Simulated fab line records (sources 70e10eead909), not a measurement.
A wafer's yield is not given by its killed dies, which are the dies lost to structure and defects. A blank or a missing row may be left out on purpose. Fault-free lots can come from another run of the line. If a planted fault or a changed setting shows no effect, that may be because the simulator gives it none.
A struck lot beside a sound one + flow nand-harc + 13 out of 1159 route steps
Sound: wafers L753.3, L753.4, L753.5. Struck: wafer L755.4. (L755.1 of the same lot was not struck and is left out.) The cause comes at the end.
At each step with rows: each side's tool, then ch and its chambers, then its first start. Under that, the readings that differ: sound wafers + struck wafers + difference of the means + sigmas: that difference in standard deviations of wafers without a fault.
alike: a reading whose means differ by less than 2 such deviations, as well as words and numbers matching on both sides. not compared: withheld readings; readings where some wafer has no value; bounds like >300 that might hide an equal value; numbers whose values overlap and for which the record gives no deviation.
Wherever a step has rows on one side only, a row that says differs or no value, or a row with sigmas, the two part there. Numbers that have no deviation but don't overlap get no sigmas and don't part them. A reading that every wafer of one side lacks parts them only if that side has two wafers or more.

NHARC_A_WL_FILL_ALD_02: deposits TiN, target thk 2 nm, pulse time 3 s, ald cycles 100.
  sound on ald-metal-03 ch 2,3, day 15 05:25; struck on ald-metal-04 ch 0, day 15 20:37
| reading            | sound         | struck | difference | sigmas |
|--------------------|---------------|--------|------------|--------|
| heater-power-w (W) | 1122 986 1010 | 1291   | +252       | +2     |
  alike: precursor-pulse-height-rel
then, 1 step without rows for these wafers: NHARC_A_WL_FILL_CVD_03 (deposits W, target thk 40 nm, time 3302 s).
NHARC_A_WL_FILL_ETCHBACK_04: etches the open film in NF3, target depth 60 nm, time 120 s.
  sound on rie-metal-01 ch 0,1, day 15 10:24; struck on rie-metal-01 ch 1, day 16 01:20
  alike: drypump-motor-current-A, oes-product-au, run-length-s
  not compared: rf-hours-counter-h
NHARC_A_WL_FILL_ETCHBACK_05: etches the open film in Cl2/BCl3, target depth 22 nm, time 60 s.
  sound on rie-metal-01 ch 0,1, day 15 10:36; struck on rie-metal-01 ch 1, day 16 01:35
  alike: drypump-motor-current-A, oes-product-au, run-length-s
  not compared: rf-hours-counter-h
then, 5 steps without rows for these wafers: NHARC_A_WL_FILL_STRIP_27 (strips in N2/H2, time 20 s); NHARC_A_WL_FILL_STRIP_28 (strips in post etch residue remover, time 1200 s); NHARC_A_WL_FILL_PRECLEAN_06 (cleans in DIW, time 300 s); NHARC_A_WL_FILL_SRD_07; NHARC_A_WL_FILL_ANNEAL_08 (time 1800 s).
NHARC_A_WL_FILL_ALD_10: deposits SiO2, target thk 50 nm, pulse time 10 s, ald cycles 500.
  sound on ald-hk-04 ch 0,1,3, day 15 16:56; struck on ald-hk-02 ch 0, day 16 11:53
  alike: heater-power-w, precursor-pulse-height-rel
NHARC_A_WL_FILL_ETCHBACK_16: etches the open film in C4F8/O2/Ar, target depth 88 nm, time 17.6 s.
  sound on rie-diel-09 ch 1,2,3, day 15 20:35; struck on rie-diel-06 ch 2, day 16 16:34
| reading          | sound          | struck | difference | sigmas |
|------------------|----------------|--------|------------|--------|
| run-length-s (s) | 38.5 38.6 39.1 | 26.4   | -12.3      | -32    |
  alike: oes-product-au, rf-vpp-V
  not compared: rf-hours-counter-h
NHARC_A_WL_FILL_STRIP_29: strips in O2, time 20 s.
  sound on rie-diel-09 ch 1,2,3, day 15 20:41; struck on rie-diel-06 ch 1, day 16 16:41
| reading                         | sound          | struck | difference | sigmas |
|---------------------------------|----------------|--------|------------|--------|
| showerhead-plenum-p-Torr (Torr) | 3.71 3.56 3.52 | 3.30   | -0.30      | -2     |
  alike: drypump-motor-current-A, mfc-ar-sccm, oes-product-au, rf-vpp-V, throttle-valve-pct
  not compared: rf-hours-counter-h
-- break in the record here, with 4 days between the starts of the struck wafers on either side (left off in module A_WL_FILL, picked up again in module END, where the first step shown is number 1159 on the route) --
NHARC_END_SORT_01:
  sound on prober-02 ch 0, day 19 15:43; struck on prober-01 ch 0, day 20 13:37
| reading         | sound    | struck | difference | sigmas |
|-----------------|----------|--------|------------|--------|
| killed-at-array | 15 13 18 | 673    | +658       | +66    |
| killed-dies     | 19 17 22 | 677    | +658       | +66    |
| killed-open     | 4 3 1    | 7      | +4         | +2     |
  alike: killed-at-other, killed-at-periphery, killed-short

## WHERE THEY PART
At NHARC_A_WL_FILL_ALD_02 first; at NHARC_END_SORT_01 last (within this record only).

WHY: whatever the simulator had introduced
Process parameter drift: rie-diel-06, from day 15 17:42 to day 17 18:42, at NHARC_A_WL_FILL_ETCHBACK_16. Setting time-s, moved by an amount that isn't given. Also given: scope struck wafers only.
